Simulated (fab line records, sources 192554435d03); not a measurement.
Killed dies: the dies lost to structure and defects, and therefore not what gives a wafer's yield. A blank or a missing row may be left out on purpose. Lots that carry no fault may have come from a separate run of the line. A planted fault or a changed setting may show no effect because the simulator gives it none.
One fault through the eyes of 2 desks | flow n5Finfet | only its own numbers are on each desk; what lay behind them is given at the end

## FOR THE TOOL OWNER'S DESK: rieMetal-02
The tool's own readings at N5_GATE_CUT_CUT_ETCH_54 (etches TiN in Cl2/BCl3, target depth 96.7 nm): means of the sampled wafers that have a number, for each lot that ran on this tool. A lot is out of limits, marked OUT, if its mean lies more than 4 standard deviations from the usual mean; the brackets give that distance.
Columns: A = drypumpMotorCurrentA at N5_GATE_CUT_CUT_ETCH_54, usual 5.8 A; B = etchRfOnTimeS at N5_GATE_CUT_CUT_ETCH_54, usual 37.1 s; C = oesProductAu at N5_GATE_CUT_CUT_ETCH_54, usual 0.61 a.u.; D = throttleValvePct at N5_GATE_CUT_CUT_ETCH_54, usual 22.40 %
lot  | first seen here | A   | B               | C    | D
L787 | day 5 00:20     | 6.3 | 37.4            | 0.61 | 22.74
L792 | day 6 06:44     | 6.0 | 32.5 (-6.1) OUT | 0.67 | 22.48
L795 | day 7 03:10     | 6.1 | 30.0 (-9.3) OUT | 0.71 | 22.46
L807 | day 10 01:46    | 6.0 | 37.3            | 0.59 | 22.60
This desk's finding: out of limits on L792, L795; first on L792, day 6 06:44 (etchRfOnTimeS at N5_GATE_CUT_CUT_ETCH_54). In limits: L787, L807.

## THE METROLOGY DESK
What the gauges read for every lot (on any tool): the sampled wafers with a number, averaged. A lot is out of limits, marked OUT, if its mean lies more than 4 standard deviations from the usual mean; the brackets give that distance. It has 10 readings; the 7 that lie furthest out on some lot are the ones shown.
Columns: A = DIBL_P at N5_BEOL_M4_RC_MEAS_101, usual 36.5 mV/V; B = IOFF_N at N5_BEOL_M4_RC_MEAS_101, usual 0.16 nA/um; C = ION_N at N5_BEOL_M4_RC_MEAS_101, usual 675 uA/um; D = ION_P at N5_BEOL_M4_RC_MEAS_101, usual 462 uA/um; E = SS_N at N5_BEOL_M4_RC_MEAS_101, usual 71.6 mV/dec; F = SS_P at N5_BEOL_M4_RC_MEAS_101, usual 73.3 mV/dec; G = VT_N at N5_BEOL_M4_RC_MEAS_101, usual 249 mV
lot  | first seen here | A    | B    | C   | D   | E    | F    | G
L787 | day 8 07:23     | 36.9 | 0.15 | 673 | 465 | 71.3 | 73.4 | 250
L788 | day 8 13:29     | 35.3 | 0.13 | 680 | 464 | 71.2 | 73.1 | 253
L792 | day 9 06:10     | 33.3 | 0.11 | 663 | 459 | 70.6 | 71.8 | 254
L795 | day 10 07:21    | 34.2 | 0.14 | 684 | 473 | 70.5 | 73.2 | 252
L800 | day 11 16:40    | 37.4 | 0.19 | 679 | 463 | 72.2 | 73.6 | 248
L805 | day 13 00:05    | 33.9 | 0.14 | 677 | 462 | 71.5 | 73.2 | 249
L806 | day 13 03:38    | 39.2 | 0.24 | 700 | 465 | 72.6 | 74.2 | 243
L808 | day 13 10:06    | 36.6 | 0.16 | 675 | 457 | 71.7 | 73.7 | 249
L807 | day 13 10:11    | 36.1 | 0.15 | 671 | 454 | 71.6 | 74.0 | 250
Finding of this desk: none of the 9 lots has anything out of limits.

## PUT TOGETHER
The tool owner's desk could have raised an alarm at day 6 06:44, on L792, L795.
Nothing out of limits was seen by the metrology desk.
The metrology desk has L792, L795 on record, within its limits.
Of the lots named, all ran N5_GATE_CUT_CUT_ETCH_54 on rieMetal-02.

## WHAT THE SIMULATOR PUT IN
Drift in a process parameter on rieMetal-02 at N5_GATE_CUT_CUT_ETCH_54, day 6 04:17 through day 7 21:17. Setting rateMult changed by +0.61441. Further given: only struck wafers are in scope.
Shown lots that were struck: L792, L795.
Each desk's first reading out of limits, in hours after the fault started: the tool owner's desk, 2.
